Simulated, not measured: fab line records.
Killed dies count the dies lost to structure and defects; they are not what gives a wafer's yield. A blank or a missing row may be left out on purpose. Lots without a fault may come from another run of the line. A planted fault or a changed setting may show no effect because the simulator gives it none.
Matching of chambers    flow n5_finfet    N5_FIN_SAQP_SPACER1_ALD_24 on ald_sin-01: 4 sister chambers
The step deposits SiO2, target thk 20.3 nm, pulse time 1 s, purge time 2 s. 8 wafers are shown with their chamber, then 9 later ones without.

== WAFERS, EACH WITH ITS CHAMBER ==
wafer   chamber  heater_power_outer_w (W)  heater_power_w (W)
L079.5  1        261                       487
L080.6  0        248                       489
L081.3  1        256                       493
L081.5  3        317                       579
L081.6  2        248                       448
L085.4  0        251                       480
L085.5  3        317                       569
L085.6  2        251                       445

== WAFERS WITH NO CHAMBER GIVEN ==
wafer   heater_power_outer_w (W)  heater_power_w (W)
L087.4  315                       560
L087.5  253                       476
L087.6  329                       554
L092.1  251                       443
L092.3  262                       491
L092.5  326                       560
L094.1  256                       457
L094.2  255                       506
L094.5  251                       492

== WHICH CHAMBER EACH ONE RAN IN ==
wafer   from the rows above      in truth
L087.4  3                        3
L087.5  can't be placed: 0 or 1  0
L087.6  3                        3
L092.1  2                        2
L092.3  1                        1
L092.5  3                        3
L094.1  2                        2
L094.2  can't be placed: 1 or 0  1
L094.5  can't be placed: 0 or 1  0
Correctly placed: 6 of 9. These rows do not allow placing 3 (true chamber among the candidates in 3). 0 placed wrongly.
How it was worked out, from the rows above alone: a wafer's distance from a chamber is the root of the sum, over the readings, of the square of ((its reading less the chamber's mean) divided by the reading's scatter). The wafer belongs to the nearest chamber; if the next one is less than 2 further off, it can't be placed. Each chamber's mean is taken over the wafers shown for it. The scatter: the root of (the sum of the squares of (reading less its chamber's mean) over the shown wafers, divided by (wafers less chambers)).
